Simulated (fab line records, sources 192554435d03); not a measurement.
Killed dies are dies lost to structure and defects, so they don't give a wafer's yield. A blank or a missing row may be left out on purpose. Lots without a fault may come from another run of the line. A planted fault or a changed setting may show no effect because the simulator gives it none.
fab line records | flow n5_finfet
record lots=24 wafers=72 last_day=24
route steps=1938 shown BEOL_M11@1601 BEOL_M12@1643 BEOL_M13@1659
lots that met no fault: from a run of the same line without faults
start_h: hours from the record's first day to the start of the lot's first wafer shown | wait_h: hours since the lot's step before | " the same as in the row above | L1.1+2: a row that stands for several wafers | - no value, or no start given | * or withheld: withheld | < > ~ a bound
route shown NAME@n: a module of which the file shows steps, and the number in the route of the first | usual: mean/standard deviation of fault-free wafers | same: alike in all rows | chamber/n: place in a boat | sites: the reading at each site | _std_site: their standard deviation | _edge_site: outer sites' mean less inner sites' | radius_mm: how far each site lies from the wafer's centre | mask NAME#n: copy n | behind: the tool/chamber that last shaped the wafer | hold: why the lot was held/for how many hours/how that ended | device: the transistor (n, p or np) that didn't switch | end of line: the same wafers' tests at the end of the route | a step without rows: its recipe alone | killed: dies lost to structure and defects at the first sort, not the wafer's yield | map: a wafer's dies, x killed, . not, _ none there
set.NAME: the setting as run; set.NAME@STEP: as run at that earlier step | model.NAME: the simulator's own value behind a step, which no gauge read
steps of the route over a sample of lots; a table a step, a row a wafer
services: from which hour (start_h, from the record's first day; less than 0 if before it) a tool's chamber was out of use, for how many hours, and why
## steps
# step N5_BEOL_M11_INSPECT_58
# recipe inspect_instrument=darkfield mode=post_dep
# usual raw_defect_count=70/29
# columns lot.wafer tool chamber start_h wait_h raw_defect_count
L075.1 defect_inspect-02 - 365.65 0.0 86
L075.4 " - " " 58
L075.6 " - " " 81
L078.2 defect_inspect-02 - 373.33 0.0 76
L078.4 " - " " 51
L078.6 " - " " 74
L077.2 defect_inspect-02 - 397.26 0.0 26
L077.3 " - " " 50
L077.6 " - " " 48
L079.1 defect_inspect-01 - 419.45 0.0 55
L079.2 " - " " 49
L079.3 " - " " 48
L074.2 defect_inspect-01 - 421.59 0.0 77
L074.4 " - " " 184
L074.5 " - " " 97
L080.1 defect_inspect-01 - 428.47 0.0 63
L080.5 " - " " 54
L080.6 " - " " 68
L084.1 defect_inspect-01 - 428.75 0.0 66
L084.2 " - " " 117
L084.3 " - " " 54
L076.2 defect_inspect-01 - 451.64 0.0 99
L076.4 " - " " 80
L076.6 " - " " 82
L081.2 defect_inspect-01 - 464.30 0.0 74
L081.3 " - " " 64
L081.5 " - " " 41
L083.1 defect_inspect-02 - 464.85 0.0 60
L083.3 " - " " 65
L083.4 " - " " 72
L082.1 defect_inspect-01 - 468.32 0.0 118
L082.5 " - " " 114
L082.6 " - " " 139
L085.1 defect_inspect-02 - 470.61 0.0 49
L085.4 " - " " 94
L085.5 " - " " 56
L087.2 defect_inspect-02 - 476.44 0.0 38
L087.4 " - " " 51
L087.6 " - " " 74
L091.2 defect_inspect-01 - 476.55 0.0 72
L091.4 " - " " 92
L091.5 " - " " 40
L086.2 defect_inspect-01 - 476.82 0.0 42
L086.3 " - " " 72
L086.4 " - " " 61
L090.2 defect_inspect-02 - 477.82 0.0 92
L090.5 " - " " 97
L090.6 " - " " 52
L088.3 defect_inspect-02 - 479.75 0.0 61
L088.4 " - " " 47
L088.5 " - " " 94
L089.2 defect_inspect-01 - 484.98 0.0 60
L089.4 " - " " 37
L089.5 " - " " 48
L092.2 defect_inspect-02 - 501.08 0.0 44
L092.3 " - " " 51
L092.4 " - " " 51
L093.2 defect_inspect-01 - 501.45 0.0 95
L093.3 " - " " 66
L093.4 " - " " 64
L095.4 defect_inspect-02 - 502.89 0.0 100
L095.5 " - " " 109
L095.6 " - " " 143
L094.3 defect_inspect-02 - 522.03 0.0 63
L094.4 " - " " 73
L094.6 " - " " 82
L096.1 defect_inspect-01 - 530.58 0.0 76
L096.2 " - " " 42
L096.6 " - " " 66
L097.1 defect_inspect-02 - 531.71 0.0 62
L097.4 " - " " 40
L097.6 " - " " 34
# step N5_BEOL_M12_ETCH_38
# recipe chemistry=CF4/N2 target=SiCN target_depth_a=687 taper_deg=2 time_s=73.4 ion_energy_ev=150 mask_material=SiO2 pressure_mtorr=40 source_w=430 bias_w=70 Ar_flow_sccm=100 cf4_flow_sccm=60 n2_flow_sccm=60
# usual drypump_motor_current_A=5.8/0.39 oes_product_au=0.83/0.088 rf_vpp_V=383.3/2.1 showerhead_plenum_p_Torr=2.25/0.083 throttle_valve_pct=15.34/0.24
# columns lot.wafer tool chamber start_h wait_h drypump_motor_current_A oes_product_au rf_hours_counter_h rf_vpp_V showerhead_plenum_p_Torr throttle_valve_pct
L075.1 rie_diel-03 1 369.84 - 5.5 0.72 233 384.7 2.27 15.41
L075.4 " 2 " " 5.9 0.98 - 385.8 2.35 14.98
L075.6 " 3 " " 6.0 0.92 - 384.9 2.34 15.24
L078.2 rie_diel-03 0 376.06 - 6.1 0.68 216 381.5 2.17 15.75
L078.4 " 3 " " 6.0 0.92 34 384.3 2.34 15.23
L078.6 " 2 " " 5.9 0.97 - 386.2 2.35 14.98
L077.2 rie_diel-03 2 403.29 - 5.9 0.93 13 384.9 2.35 15.00
L077.3 " 1 " " 5.4 0.70 244 382.7 2.26 15.44
L077.6 " 3 " " 6.0 0.91 - 385.1 2.34 15.27
L079.1 rie_diel-03 3 425.91 - 6.0 0.89 51 385.2 2.34 15.28
L079.2 " 2 " " 5.9 0.91 21 386.8 2.34 14.99
L079.3 " 0 " " 6.1 0.67 234 382.9 2.16 15.78
L074.2 rie_diel-06 3 426.15 - 5.9 0.69 231 377.3 2.02 15.75
L074.4 " 1 " " 6.1 0.84 71 382.7 2.14 15.48
L074.5 " 3 " " 5.9 0.69 - 378.0 2.02 15.76
L080.1 rie_diel-02 0 434.53 - 6.5 0.74 117 383.3 2.22 15.63
L080.5 " 2 " " 5.7 0.82 - 383.2 2.23 15.54
L080.6 " 1 " " 6.2 0.72 - 384.6 2.29 15.26
L084.1 rie_diel-03 2 435.13 - 5.9 0.91 25 385.1 2.34 15.02
L084.2 " 0 " " 6.1 0.67 238 380.9 2.16 15.78
L084.3 " 3 " " 6.0 0.89 56 385.6 2.34 15.29
L076.2 rie_diel-02 1 456.31 - 6.1 0.72 156 383.8 2.29 15.28
L076.4 " 3 " " 5.3 0.78 110 381.6 2.22 15.46
L076.6 " 0 " " 6.5 0.73 - 381.8 2.22 15.63
L081.2 rie_diel-03 3 472.69 - 6.0 0.87 69 386.5 2.33 15.29
L081.3 " 1 " " 5.5 0.96 9 382.6 2.26 14.99
L081.5 " 2 " " 5.9 0.88 - 385.7 2.34 15.05
L083.1 rie_diel-03 3 473.88 - 6.0 0.86 70 385.7 2.33 15.29
L083.3 " 2 " " 5.9 0.88 40 385.9 2.34 15.05
L083.4 " 1 " " 5.5 0.96 - 383.9 2.26 15.00
L082.1 rie_diel-02 3 474.23 - 5.2 0.79 116 382.3 2.22 15.47
L082.5 " 3 " " 5.2 0.79 - 383.0 2.22 15.46
L082.6 " 0 " " 6.5 0.74 - 382.4 2.21 15.64
L085.1 rie_diel-03 3 475.08 - 6.0 0.86 70 386.0 2.33 15.30
L085.4 " 2 " " 5.9 0.88 - 386.3 2.33 15.04
L085.5 " 1 " " 5.5 0.96 - 383.5 2.26 14.99
L091.2 rie_diel-03 2 480.91 - 5.9 0.88 43 386.0 2.33 15.05
L091.4 " 3 " " 6.0 0.86 - 383.8 2.33 15.30
L091.5 " 1 " " 5.4 0.95 - 384.1 2.26 15.01
L086.2 rie_diel-03 2 482.12 - 5.9 0.88 43 384.1 2.33 15.06
L086.3 " 1 " " 5.5 0.95 13 383.4 2.26 14.98
L086.4 " 3 " " 6.0 0.86 - 384.9 2.33 15.31
L087.2 rie_diel-03 2 483.11 - 5.9 0.87 44 384.9 2.33 15.06
L087.4 " 3 " " 6.0 0.86 - 383.0 2.33 15.31
L087.6 " 1 " " 5.5 0.94 - 384.0 2.26 15.01
L090.2 rie_diel-06 1 483.66 - 6.1 0.81 87 381.5 2.13 15.52
L090.5 " 2 " " 5.1 0.87 - 380.3 2.16 15.48
L090.6 " 1 " " 6.1 0.81 - 380.1 2.13 15.49
L088.3 rie_diel-06 1 483.77 - 6.1 0.82 87 380.3 2.13 15.51
L088.4 " 3 " " 6.0 0.68 249 377.6 2.02 15.79
L088.5 " 3 " " 6.0 0.68 - 377.1 2.02 15.80
L089.2 rie_diel-06 2 494.32 - 5.1 0.86 31 381.0 2.16 15.47
L089.4 " 0 " " 5.0 0.80 - 383.4 2.22 15.31
L089.5 " 2 " " 5.1 0.86 - 382.2 2.16 15.48
L092.2 rie_diel-02 0 504.03 - 6.5 0.72 145 382.8 2.21 15.66
L092.3 " 2 " " 5.7 0.79 116 382.9 2.22 15.60
L092.4 " 0 " " 6.5 0.72 - 380.8 2.21 15.67
L093.2 rie_diel-03 0 510.93 - 6.1 0.93 8 382.2 2.16 15.31
L093.3 " 2 " " 5.9 0.86 56 385.2 2.33 15.07
L093.4 " 1 " " 5.4 0.92 27 383.1 2.25 15.04
L095.4 rie_diel-02 2 512.49 - 5.7 0.79 119 383.8 2.22 15.61
L095.5 " 3 " " 5.3 0.76 - 383.8 2.21 15.49
L095.6 " 0 " " 6.5 0.71 - 382.1 2.21 15.68
L094.3 rie_diel-06 2 530.20 - 5.2 0.83 51 380.4 2.16 15.52
L094.4 " 3 " " 6.0 0.94 - 384.3 2.36 15.30
L094.6 " 2 " " 5.1 0.83 - 380.7 2.16 15.53
L096.1 rie_diel-06 2 535.00 - 5.1 0.83 53 381.2 2.15 15.52
L096.2 " 1 " " 6.1 0.80 106 381.3 2.13 15.55
L096.6 " 2 " " 5.1 0.83 - 382.5 2.15 15.53
L097.1 rie_diel-03 0 540.01 - 6.1 0.90 17 381.8 2.15 15.33
L097.4 " 1 " " 5.4 0.91 36 383.2 2.25 15.03
L097.6 " 2 " " 5.9 0.85 - 384.0 2.33 15.11
# step N5_BEOL_M13_ILD_DEP_00
# recipe material=SiOC target_thk_a=8379.2 temp_c=350 precursor=DEMS/O2 pressure_torr=5 rf_w=500 time_s=166.4
# usual heater_power_w=465/93 showerhead_plenum_p_Torr=5.699/0.016 throttle_valve_pct=11.9/0.56
# columns lot.wafer tool chamber start_h wait_h heater_power_w showerhead_plenum_p_Torr throttle_valve_pct
L075.1 pecvd-02 0 371.71 0.0 346 5.697 12.3
L075.4 " 1 " " 286 5.696 10.6
L075.6 " 0 " " 373 5.707 12.2
L078.2 pecvd-03 0 378.31 0.0 568 5.684 12.5
L078.4 " 0 " " 591 5.687 12.3
L078.6 " 1 " " 429 5.713 12.4
L077.2 pecvd-02 1 404.79 0.0 302 5.710 11.2
L077.3 " 0 " " 368 5.707 12.3
L077.6 " 2 " " 507 5.654 11.9
L079.1 pecvd-03 1 427.69 0.0 469 5.708 12.0
L079.2 " 0 " " 599 5.697 12.6
L079.3 " 2 " " 590 5.700 12.0
L074.2 pecvd-03 0 427.97 0.0 574 5.693 12.8
L074.4 " 0 " " 594 5.677 12.4
L074.5 " 2 " " 497 5.711 12.2
L080.1 pecvd-03 2 436.41 0.0 527 5.712 11.9
L080.5 " 0 " " 584 5.695 12.3
L080.6 " 2 " " 569 5.716 12.0
L084.1 pecvd-02 1 438.47 0.0 340 5.704 10.6
L084.2 " 2 " " 506 5.676 12.1
L084.3 " 1 " " 359 5.706 10.9
L076.2 pecvd-03 1 458.03 0.0 411 5.708 12.2
L076.4 " 0 " " 571 5.680 12.9
L076.6 " 1 " " 448 5.712 11.8
L081.2 pecvd-03 2 474.47 0.0 514 5.715 11.9
L081.3 " 1 " " 383 5.712 12.0
L081.5 " 0 " " 595 5.705 12.5
L083.1 pecvd-03 2 475.50 0.0 571 5.709 12.0
L083.3 " 0 " " 500 5.694 12.3
L083.4 " 1 " " 431 5.700 12.3
L082.1 pecvd-01 2 476.31 0.0 383 5.702 11.0
L082.5 " 2 " " 411 5.717 11.4
L082.6 " 0 " " 402 5.684 12.3
L085.1 pecvd-03 1 477.13 0.0 395 5.708 12.0
L085.4 " 1 " " 433 5.686 12.1
L085.5 " 2 " " 621 5.714 11.9
L091.2 pecvd-02 0 484.09 0.0 363 5.705 12.3
L091.4 " 1 " " 335 5.710 10.7
L091.5 " 0 " " 380 5.719 12.1
L086.2 pecvd-02 0 484.97 0.0 356 5.706 12.1
L086.3 " 1 " " 334 5.692 10.6
L086.4 " 1 " " 336 5.702 10.7
L087.2 pecvd-02 0 485.63 0.0 331 5.709 12.3
L087.4 " 2 " " 471 5.667 12.2
L087.6 " 0 " " 365 5.711 12.1
L090.2 pecvd-03 0 486.40 0.0 503 5.691 12.6
L090.5 " 0 " " 553 5.694 12.4
L090.6 " 2 " " 604 5.713 12.0
L088.3 pecvd-03 0 486.54 0.0 576 5.684 12.5
L088.4 " 2 " " 577 5.718 12.4
L088.5 " 1 " " 381 5.690 12.0
L089.2 pecvd-01 2 497.24 0.0 401 5.710 11.3
L089.4 " 1 " " 541 5.720 11.1
L089.5 " 2 " " 312 5.715 11.2
L092.2 pecvd-01 0 506.01 0.0 487 5.692 12.1
L092.3 " 1 " " 527 5.718 11.1
L092.4 " 1 " " 557 5.706 11.4
L093.2 pecvd-02 1 513.09 0.0 293 5.706 10.9
L093.3 " 2 " " 506 5.659 12.1
L093.4 " 1 " " 326 5.697 10.8
L095.4 pecvd-01 0 514.63 0.1 458 5.702 12.3
L095.5 " 1 " " 562 5.722 11.4
L095.6 " 2 " " 413 5.702 11.2
L094.3 pecvd-03 1 532.16 0.0 452 5.695 12.0
L094.4 " 1 " " 460 5.700 12.0
L094.6 " 2 " " 594 5.700 12.3
L096.1 pecvd-02 0 536.95 0.0 360 5.715 12.1
L096.2 " 1 " " 360 5.705 11.0
L096.6 " 2 " " 457 5.670 12.3
L097.1 pecvd-03 0 541.58 0.0 584 5.687 12.7
L097.4 " 1 " " 381 5.703 12.1
L097.6 " 0 " " 483 5.679 12.6
# step N5_BEOL_M13_OVL_MEAS_11
# recipe points_per_wafer=44
# usual V12_OVL=0/5.7
# columns lot.wafer tool chamber start_h wait_h V12_OVL[nm]
L075.1 overlay-02 0 372.19 0.0 -1
L075.4 " 0 " " 1
L075.6 " 0 " " -7
L078.2 overlay-01 0 378.98 0.0 -8
L078.4 " 0 " " -12
L078.6 " 0 " " -7
L077.2 overlay-01 0 405.28 0.0 -9
L077.3 " 0 " " -3
L077.6 " 0 " " -8
L079.1 overlay-02 0 428.30 0.0 6
L079.2 " 0 " " 0
L079.3 " 0 " " 4
L074.2 overlay-02 0 428.58 0.0 7
L074.4 " 0 " " 9
L074.5 " 0 " " 8
L080.1 overlay-02 0 436.89 0.0 -3
L080.5 " 0 " " -3
L080.6 " 0 " " -5
L084.1 overlay-01 0 439.14 0.0 -5
L084.2 " 0 " " 2
L084.3 " 0 " " 3
L076.2 overlay-02 0 458.51 0.0 2
L076.4 " 0 " " -8
L076.6 " 0 " " -8
L081.2 overlay-01 0 474.96 0.0 -6
L081.3 " 0 " " -4
L081.5 " 0 " " 2
L083.1 overlay-02 0 475.99 0.0 -5
L083.3 " 0 " " -3
L083.4 " 0 " " -6
L082.1 overlay-01 0 476.80 0.0 0
L082.5 " 0 " " -1
L082.6 " 0 " " -1
L085.1 overlay-01 0 477.61 0.0 0
L085.4 " 0 " " 5
L085.5 " 0 " " 6
L091.2 overlay-01 0 484.57 0.0 2
L091.4 " 0 " " -6
L091.5 " 0 " " -4
L086.2 overlay-02 0 485.58 0.0 -5
L086.3 " 0 " " -10
L086.4 " 0 " " -8
L087.2 overlay-01 0 486.12 0.0 1
L087.4 " 0 " " -4
L087.6 " 0 " " -2
L090.2 overlay-02 0 487.02 0.0 -2
L090.5 " 0 " " 2
L090.6 " 0 " " 3
L088.3 overlay-01 0 487.18 0.0 8
L088.4 " 0 " " -1
L088.5 " 0 " " 8
L089.2 overlay-01 0 497.90 0.0 -3
L089.4 " 0 " " 3
L089.5 " 0 " " -1
L092.2 overlay-01 0 506.62 0.0 -5
L092.3 " 0 " " 6
L092.4 " 0 " " -1
L093.2 overlay-02 0 513.58 0.0 7
L093.3 " 0 " " -1
L093.4 " 0 " " 5
L095.4 overlay-02 0 515.18 0.0 -2
L095.5 " 0 " " 9
L095.6 " 0 " " -5
L094.3 overlay-01 0 532.65 0.0 -2
L094.4 " 0 " " 4
L094.6 " 0 " " 2
L096.1 overlay-01 0 537.56 0.0 -5
L096.2 " 0 " " -10
L096.6 " 0 " " -4
L097.1 overlay-02 0 542.06 0.0 1
L097.4 " 0 " " 6
L097.6 " 0 " " 11
# step N5_BEOL_M13_ETCH_59
# recipe chemistry=N2/H2 target=BARC target_depth_a=890 overetch_a=267 time_s=67.9 ion_energy_ev=200 pressure_mtorr=30 source_w=840 bias_w=150 n2_flow_sccm=200 h2_flow_sccm=200
# usual drypump_motor_current_A=5.6/0.38 oes_product_au=0.69/0.074 rf_vpp_V=523.5/2 showerhead_plenum_p_Torr=2.52/0.07 throttle_valve_pct=17.73/0.24
# columns lot.wafer tool chamber start_h wait_h drypump_motor_current_A oes_product_au rf_hours_counter_h rf_vpp_V showerhead_plenum_p_Torr throttle_valve_pct
L075.1 rie_diel-04 2 372.68 0.0 5.1 0.84 2 524.6 2.61 17.74
L075.4 " 0 " " 5.3 0.67 - 526.0 2.68 18.18
L075.6 " 2 " " 5.1 0.84 - 525.9 2.61 17.75
L078.2 rie_diel-01 2 379.08 0.0 6.2 0.69 87 524.7 2.57 17.75
L078.4 " 1 " " 5.6 0.63 161 524.0 2.55 17.84
L078.6 " 0 " " 5.0 0.61 - 519.2 2.42 17.63
L077.2 rie_diel-04 2 405.42 0.0 5.1 0.79 15 526.0 2.60 17.79
L077.3 " 3 " " 5.8 0.60 233 523.3 2.52 17.76
L077.6 " 0 " " 5.3 0.66 - 527.8 2.67 18.20
L079.1 rie_diel-05 2 428.40 0.0 5.7 0.59 221 524.2 2.49 17.71
L079.2 " 0 " " 5.3 0.78 22 523.1 2.47 17.54
L079.3 " 3 " " 5.9 0.76 48 520.9 2.45 17.34
L074.2 rie_diel-01 2 428.67 0.0 6.2 0.69 102 524.7 2.56 17.79
L074.4 " 0 " " 5.0 0.60 199 521.5 2.42 17.67
L074.5 " 0 " " 5.0 0.60 - 520.2 2.42 17.66
L080.1 rie_diel-04 1 436.98 0.0 5.4 0.80 13 522.2 2.50 17.75
L080.5 " 3 " " 5.8 0.59 - 524.5 2.52 17.78
L080.6 " 0 " " 5.3 0.65 - 527.6 2.67 18.21
L084.1 rie_diel-05 2 439.24 0.0 5.7 0.60 224 522.5 2.49 17.72
L084.2 " 0 " " 5.3 0.78 25 522.0 2.47 17.54
L084.3 " 3 " " 5.9 0.76 51 523.7 2.45 17.34
L076.2 rie_diel-05 1 458.83 0.0 5.9 0.73 47 522.1 2.48 17.60
L076.4 " 3 " " 6.0 0.75 59 520.4 2.45 17.36
L076.6 " 0 " " 5.3 0.77 - 523.3 2.47 17.55
L081.2 rie_diel-04 3 475.34 0.0 5.8 0.83 0 524.5 2.52 17.39
L081.3 " 1 " " 5.4 0.77 28 522.6 2.50 17.77
L081.5 " 1 " " 5.4 0.76 - 521.9 2.50 17.75
L083.1 rie_diel-04 2 476.08 0.0 5.1 0.76 38 525.4 2.59 17.82
L083.3 " 0 " " 5.3 0.64 143 526.2 2.66 18.24
L083.4 " 3 " " 5.8 0.83 0 521.0 2.52 17.40
L082.1 rie_diel-05 0 476.89 0.0 5.3 0.75 39 522.1 2.47 17.56
L082.5 " 1 " " 5.9 0.72 - 521.3 2.48 17.62
L082.6 " 2 " " 5.7 0.59 - 522.8 2.49 17.75
L085.1 rie_diel-05 2 477.70 0.0 5.7 0.59 236 521.2 2.49 17.73
L085.4 " 0 " " 5.3 0.76 40 522.9 2.47 17.57
L085.5 " 1 " " 6.0 0.73 - 521.8 2.48 17.62
L091.2 rie_diel-05 1 484.67 0.0 5.9 0.72 56 521.7 2.47 17.63
L091.4 " 3 " " 5.9 0.73 67 523.5 2.45 17.37
L091.5 " 2 " " 5.7 0.58 - 524.4 2.48 17.74
L086.2 rie_diel-01 2 485.68 0.0 6.2 0.68 115 523.4 2.56 17.80
L086.3 " 3 " " 6.2 0.70 91 524.6 2.55 17.57
L086.4 " 0 " " 5.0 0.60 212 519.6 2.41 17.69
L087.2 rie_diel-04 2 486.22 0.0 5.1 0.76 41 525.8 2.59 17.83
L087.4 " 0 " " 5.3 0.64 147 526.0 2.66 18.26
L087.6 " 0 " " 5.3 0.64 - 527.2 2.66 18.25
L090.2 rie_diel-01 0 487.18 0.0 5.1 0.59 213 519.1 2.41 17.68
L090.5 " 1 " " 5.6 0.62 - 522.6 2.54 17.88
L090.6 " 2 " " 6.1 0.68 - 523.3 2.56 17.81
L088.3 rie_diel-04 3 487.50 0.0 5.8 0.81 4 521.7 2.51 17.41
L088.4 " 1 " " 5.5 0.77 32 521.0 2.49 17.76
L088.5 " 2 " " 5.1 0.75 - 525.3 2.59 17.83
L089.2 rie_diel-01 1 498.07 0.0 5.6 0.62 189 524.6 2.54 17.89
L089.4 " 0 " " 5.0 0.59 217 520.1 2.41 17.69
L089.5 " 0 " " 5.0 0.59 - 520.2 2.41 17.70
L092.2 rie_diel-05 2 506.72 0.0 5.7 0.59 247 523.4 2.48 17.76
L092.3 " 1 " " 5.9 0.71 63 522.5 2.47 17.65
L092.4 " 2 " " 5.6 0.58 - 522.2 2.48 17.75
L093.2 rie_diel-04 2 513.67 0.0 5.1 0.74 50 524.7 2.59 17.84
L093.3 " 1 " " 5.4 0.74 42 522.5 2.49 17.81
L093.4 " 3 " " 5.8 0.78 12 523.8 2.51 17.44
L095.4 rie_diel-01 1 515.27 0.0 5.6 0.61 194 522.9 2.53 17.89
L095.5 " 0 " " 5.0 0.59 - 520.0 2.41 17.70
L095.6 " 1 " " 5.6 0.62 - 523.2 2.53 17.90
L094.3 rie_diel-04 3 532.74 0.0 5.9 0.77 18 524.4 2.51 17.45
L094.4 " 1 " " 5.4 0.74 49 521.5 2.49 17.79
L094.6 " 1 " " 5.5 0.73 - 521.6 2.49 17.82
L096.1 rie_diel-04 0 537.65 0.0 5.3 0.62 166 526.3 2.65 18.28
L096.2 " 3 " " 5.8 0.77 20 522.7 2.51 17.45
L096.6 " 2 " " 5.1 0.74 - 525.7 2.59 17.84
L097.1 rie_diel-01 3 542.15 0.0 6.2 0.68 110 524.1 2.54 17.59
L097.4 " 0 " " 5.0 0.59 231 520.1 2.40 17.73
L097.6 " 2 " " 6.2 0.66 - 524.2 2.55 17.85
# step N5_BEOL_M13_VIA_ETCH_16
# recipe chemistry=C4F8/O2/Ar target=SiOC pressure_mtorr=30 source_w=3000 bias_w=700 Ar_flow_sccm=400 C4F8_flow_sccm=15 O2_flow_sccm=8 he_inner_torr=15 he_outer_torr=30 target_depth_a=9217 time_s=withheld ion_energy_ev=250 ends=cleared
# usual drypump_motor_current_A=5.6/0.38 he_inner_torr=15.005/0.029 oes_product_au=0.73/0.082 rf_vpp_V=665.0/2.5 showerhead_plenum_p_Torr=3.40/0.08 throttle_valve_pct=24.09/0.21
# columns lot.wafer tool chamber start_h wait_h drypump_motor_current_A he_inner_torr oes_product_au rf_vpp_V showerhead_plenum_p_Torr throttle_valve_pct
L075.1 rie_diel-04 2 372.74 0.0 5.1 15.024 0.89 668.9 3.49 23.94
L075.4 " 0 " " 5.3 14.998 0.71 671.0 3.59 24.48
L075.6 " 2 " " 5.1 15.022 0.88 667.1 3.49 23.96
L078.2 rie_diel-01 2 379.13 0.0 6.2 14.989 0.74 666.7 3.44 24.10
L078.4 " 1 " " 5.6 15.022 0.66 665.5 3.41 24.02
L078.6 " 0 " " 5.0 15.032 0.64 662.0 3.30 24.05
L077.2 rie_diel-04 2 405.47 0.0 5.1 14.975 0.84 666.4 3.49 23.97
L077.3 " 3 " " 5.8 15.035 0.62 663.9 3.39 24.00
L077.6 " 0 " " 5.3 14.991 0.70 669.7 3.59 24.48
L079.1 rie_diel-05 2 428.45 0.0 5.7 14.988 0.62 664.9 3.39 24.09
L079.2 " 0 " " 5.3 14.998 0.83 662.6 3.37 24.13
L079.3 " 3 " " 5.9 14.948 0.81 662.9 3.36 23.99
L074.2 rie_diel-01 2 428.73 0.0 6.2 15.035 0.71 667.5 3.44 24.12
L074.4 " 0 " " 5.0 15.009 0.63 661.7 3.29 24.07
L074.5 " 0 " " 5.0 15.032 0.63 660.5 3.29 24.08
L080.1 rie_diel-04 1 437.04 0.0 5.4 14.939 0.84 663.0 3.40 24.35
L080.5 " 3 " " 5.8 14.935 0.63 663.3 3.38 24.01
L080.6 " 0 " " 5.3 15.005 0.68 671.2 3.58 24.50
L084.1 rie_diel-05 2 439.29 0.0 5.6 15.034 0.62 662.7 3.39 24.09
L084.2 " 0 " " 5.3 15.026 0.83 664.0 3.37 24.12
L084.3 " 3 " " 5.9 14.990 0.80 664.0 3.36 24.00
L076.2 rie_diel-05 1 458.88 0.0 5.9 15.035 0.77 662.7 3.31 23.87
L076.4 " 3 " " 5.9 14.966 0.80 663.1 3.35 24.01
L076.6 " 0 " " 5.3 15.039 0.82 662.1 3.37 24.14
L081.2 rie_diel-04 3 475.40 0.0 5.8 14.973 0.88 663.4 3.38 23.77
L081.3 " 1 " " 5.4 15.002 0.81 663.6 3.39 24.35
L081.5 " 1 " " 5.5 15.007 0.82 664.0 3.39 24.35
L083.1 rie_diel-04 2 476.13 0.0 5.1 15.050 0.78 667.0 3.47 23.99
L083.3 " 0 " " 5.3 14.973 0.67 669.9 3.57 24.49
L083.4 " 3 " " 5.8 15.003 0.88 664.6 3.38 23.74
L082.1 rie_diel-05 0 476.94 0.0 5.3 15.004 0.81 663.3 3.36 24.14
L082.5 " 1 " " 5.9 14.987 0.77 664.4 3.31 23.88
L082.6 " 2 " " 5.7 15.027 0.62 663.7 3.38 24.10
L085.1 rie_diel-05 2 477.76 0.0 5.6 15.039 0.62 662.9 3.38 24.09
L085.4 " 0 " " 5.3 14.964 0.80 662.2 3.36 24.13
L085.5 " 1 " " 5.9 15.022 0.76 661.6 3.31 23.89
L091.2 rie_diel-05 1 484.72 0.0 5.9 15.051 0.76 663.3 3.31 23.89
L091.4 " 3 " " 5.9 15.030 0.78 663.7 3.35 24.02
L091.5 " 2 " " 5.6 15.047 0.61 665.0 3.38 24.09
L086.2 rie_diel-01 2 485.73 0.0 6.2 15.020 0.70 666.4 3.43 24.11
L086.3 " 3 " " 6.2 15.025 0.74 665.3 3.42 23.88
L086.4 " 0 " " 5.0 15.031 0.63 661.0 3.28 24.10
L087.2 rie_diel-04 2 486.27 0.0 5.1 15.040 0.80 668.2 3.47 24.00
L087.4 " 0 " " 5.3 14.993 0.67 669.2 3.57 24.52
L087.6 " 0 " " 5.3 15.033 0.68 668.3 3.57 24.52
L090.2 rie_diel-01 0 487.23 0.0 5.0 15.043 0.62 661.9 3.28 24.07
L090.5 " 1 " " 5.6 15.005 0.64 665.5 3.40 24.04
L090.6 " 2 " " 6.1 14.993 0.70 666.6 3.43 24.12
L088.3 rie_diel-04 3 487.55 0.0 5.8 15.074 0.86 664.0 3.37 23.76
L088.4 " 1 " " 5.4 15.002 0.80 663.7 3.39 24.35
L088.5 " 2 " " 5.1 14.975 0.79 665.8 3.47 24.02
L089.2 rie_diel-01 1 498.12 0.0 5.6 14.987 0.64 664.6 3.40 24.05
L089.4 " 0 " " 5.0 15.032 0.62 661.2 3.28 24.08
L089.5 " 0 " " 5.0 14.976 0.62 659.6 3.28 24.09
L092.2 rie_diel-05 2 506.77 0.0 5.7 14.990 0.61 663.8 3.37 24.11
L092.3 " 1 " " 5.9 14.969 0.74 664.6 3.31 23.90
L092.4 " 2 " " 5.7 14.960 0.61 662.9 3.37 24.14
L093.2 rie_diel-04 2 513.72 0.0 5.1 15.008 0.77 667.1 3.47 23.99
L093.3 " 1 " " 5.4 15.029 0.79 663.0 3.38 24.37
L093.4 " 3 " " 5.9 14.961 0.84 662.9 3.37 23.76
L095.4 rie_diel-01 1 515.32 0.0 5.6 15.022 0.64 667.2 3.39 24.06
L095.5 " 0 " " 5.0 15.048 0.62 659.4 3.28 24.10
L095.6 " 1 " " 5.6 15.006 0.64 666.0 3.39 24.06
L094.3 rie_diel-04 3 532.79 0.0 5.8 14.977 0.82 663.6 3.37 23.76
L094.4 " 1 " " 5.4 14.987 0.79 664.5 3.38 24.37
L094.6 " 1 " " 5.4 14.994 0.78 664.7 3.38 24.37
L096.1 rie_diel-04 0 537.70 0.0 5.3 15.020 0.66 669.1 3.56 24.55
L096.2 " 3 " " 5.8 14.964 0.81 663.2 3.37 23.80
L096.6 " 2 " " 5.0 14.989 0.76 666.7 3.46 24.02
L097.1 rie_diel-01 3 542.21 0.0 6.2 14.999 0.73 665.3 3.41 23.90
L097.4 " 0 " " 5.0 15.008 0.61 661.1 3.27 24.10
L097.6 " 2 " " 6.2 15.002 0.69 665.7 3.42 24.15
## services
# columns tool chamber start_h hours kind
pecvd-01 - 345.97 2.8 pm
rie_diel-06 1 355.00 6.7 repair
rie_diel-02 - 374.32 0.4 repair
pecvd-03 2 378.09 4.2 repair
rie_diel-01 3 402.03 14.8 repair
rie_diel-01 0 408.18 3.1 repair
pecvd-02 2 412.23 2.6 repair
rie_diel-01 3 422.49 3.5 repair
pecvd-02 - 430.83 0.7 repair
pecvd-02 0 437.61 12.9 repair
pecvd-03 - 445.76 6.0 pm
rie_diel-01 - 452.31 14.6 pm
rie_diel-01 - 467.94 2.8 pm
rie_diel-03 3 468.17 1.3 repair
rie_diel-01 1 471.75 9.3 repair
rie_diel-02 1 474.38 3.1 repair
rie_diel-01 3 475.74 4.3 repair
pecvd-03 - 500.12 2.8 pm
rie_diel-02 3 501.45 3.5 repair
rie_diel-06 1 509.46 12.9 repair
pecvd-02 2 515.43 5.5 repair
rie_diel-03 0 522.15 5.8 repair
rie_diel-03 1 533.21 6.1 repair
rie_diel-04 1 534.87 3.4 repair
## key
fault none
